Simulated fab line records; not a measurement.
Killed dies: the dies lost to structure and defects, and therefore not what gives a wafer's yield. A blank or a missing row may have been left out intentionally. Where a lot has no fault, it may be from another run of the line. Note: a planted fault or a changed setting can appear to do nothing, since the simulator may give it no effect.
A lot that was struck, set against a sound lot :: flow n5Finfet :: 36 out of 1938 route steps
Sound: the wafers L430.1, L430.5, L430.6. Struck: wafers L433.3, L433.6. (L433.1 of the same lot was not struck and is left out.) The cause comes at the end.
Order at every step that has rows: each side's tool, ch and its chambers, its first start. Under that, the readings that differ: sound wafers :: struck wafers :: difference of the means :: sigmas: that difference in standard deviations of wafers without a fault.
alike: readings whose means differ by less than 2 such deviations, and words and numbers that are the same on both sides. not compared: withheld readings, readings that some wafer has no value for, bounds like >300 that may hide the same value, and numbers for which the record gives no deviation and whose values overlap.
The two part at a step that has a row with sigmas, a row that says differs or no value, or rows on one side only. Non-overlapping numbers with no deviation appear without sigmas and do not part them. A reading missing from all wafers of one side parts the sides only when that side holds two or more wafers.

first, 10 steps without rows for these wafers: N5_FIN_SAQP_ETCH_69 (etches SOC in N2/H2, stops on SiNx, target depth 150 nm); N5_FIN_SAQP_ETCH_67 (etches SiNx in CH3F/O2, target depth 30 nm); N5_FIN_SAQP_STRIP_70 (strips in N2/H2); N5_FIN_SAQP_RECESS_71 (chemistry HF/NH3, target SiO2, target depth 3 nm, afs cycles 1, sublimation time 60 s); N5_FIN_SAQP_SPACER2_ALD_28 (deposits SiO2, target thk 8.1 nm, pulse time 1 s, purge time 2 s); N5_FIN_SAQP_SPACER2_ETCHBACK_29 (etches SiO2 in CHF3/O2, target depth 12.2 nm, time 6.1 s); N5_FIN_SAQP_MANDREL2_REMOVE_60 (chemistry HBr/Cl2/O2, target a-Si, stops on SiNx, bt time 10 s); N5_FIN_SAQP_HM_OPEN_33 (chemistry CH3F/O2, target SiNx, target depth 49.4 nm, time 70.6 s); N5_FIN_SAQP_ETCH_34 (etches SiO2 in C4F6/O2, target depth 45 nm, time 15 s); N5_FIN_SAQP_STRIP_77 (strips in N2/H2, time 90 s).
N5_FIN_SAQP_ETCH_64: etches SiO2 in CF4, target depth 1.5 nm.
  sound on rieSi-05 ch 0,1,2, day 2 19:34; struck on rieSi-05 ch 0,3, day 3 14:23
reading: oesProductAu (a.u.)
sound: 0.980 0.979 1.023
struck: 1.385 1.486
difference: +0.442
sigmas: +18

reading: model.SiNx_of_FIN_SAQP_HM_DEP_03.thkNm (nm)
sound: 31.8 32.6 31.8
struck: 31 31.4
difference: -1
sigmas: 

reading: model.etch.depthNm (nm)
sound: 1.534 1.512 1.558
struck: 2.443 2.648
difference: +1.011
sigmas: 
  alike: drypumpMotorCurrentA, throttleValvePct
  not compared: rfHoursCounterH
then, 23 steps without rows for these wafers: N5_FIN_SAQP_FIN_ETCH_36 (etches the open film in HBr/Cl2/O2, target depth 120 nm, time 50.4 s); N5_FIN_SAQP_PRECLEAN_38 (cleans in O3/DIW, time 45 s); N5_FIN_SAQP_PRECLEAN_45 (cleans in dHF, time 10 s); N5_FIN_SAQP_SRD_39 (time 30 s); N5_FIN_CUT_COAT_18 (time 60 s, resist thk 230 nm); N5_FIN_CUT_COAT_19 (time 60 s, resist thk 20 nm); N5_FIN_CUT_COAT_29 (time 60 s, resist thk 10 nm); N5_FIN_CUT_COAT_02 (resist thk 30 nm); N5_FIN_CUT_EBR_04; N5_FIN_CUT_SOFTBAKE_03 (time 60 s); N5_FIN_CUT_EXPOSE_05 (exposes mask FIN CUT); N5_FIN_CUT_PEB_06 (peb time 60 s); N5_FIN_CUT_DEVELOP_07 (develop time 30 s); N5_FIN_CUT_DESCUM_13 (chemistry O2, time 7 s); N5_FIN_CUT_ETCH_30 (etches underlayer in N2/H2, target depth 13 nm, time 10.4 s); N5_FIN_CUT_ETCH_20 (etches SiARC in CF4, target depth 26 nm, time 43.3 s); N5_FIN_CUT_ETCH_21 (etches SOC in N2/H2, target depth 219 nm, overetch 43.8 nm, time 523.5 s); N5_FIN_CUT_STRIP_23 (strips in N2/H2); N5_FIN_CUT_STRIP_31 (strips in N2/H2); N5_FIN_CUT_STRIP_24 (strips in CF4); N5_FIN_CUT_CUT_ETCH_26 (etches SiNx in CH3F/O2, target depth 39 nm, time 55.7 s); N5_FIN_CUT_CUT_ETCH_27 (etches SiO2 in CHF3/O2, target depth 4 nm, overetch 2 nm, time 4.9 s); N5_FIN_CUT_PRECLEAN_35 (cleans in vHF, time 13.3 s).
N5_STI_FIN_REVEAL_RECESS_09: chemistry HF/NH3, target SiO2, afs cycles 11, target depth 42.5 nm, sublimation time 60 s.
  sound on vaporEtch-01 ch 0,1, day 3 03:43; struck on vaporEtch-02 ch 0,1, day 3 22:41
reading: model.SiNx_of_FIN_SAQP_HM_DEP_03.thkNm (nm)
sound: 17.2 18.2 17.4
struck: 17 17
difference: -1
sigmas: 
  alike: drypumpMotorCurrentA
-- the record jumps here: 5 days lie between the struck wafers' starts before and after (it left off in module STI_FIN_REVEAL and takes up again in module BEOL_M4, whose first step shown is number 1111 of the route) --
N5_BEOL_M4_RC_MEAS_101:
  sound on prober-02 ch 0, day 8 13:46; struck on prober-01 ch 0, day 9 05:55
  alike: DIBL_N, DIBL_P, IOFF_N, IOFF_P, ION_N, ION_P, SS_N, SS_P, VT_N, VT_P

## WHERE THEY PART
N5_FIN_SAQP_ETCH_64 only, going by this record. Later steps at which nothing parts them and some readings are alike: N5_STI_FIN_REVEAL_RECESS_09, N5_BEOL_M4_RC_MEAS_101.

WHY: the cause the simulator had injected
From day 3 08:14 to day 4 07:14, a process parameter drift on rieSi-05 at N5_FIN_SAQP_ETCH_64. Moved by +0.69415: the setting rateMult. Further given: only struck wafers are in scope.
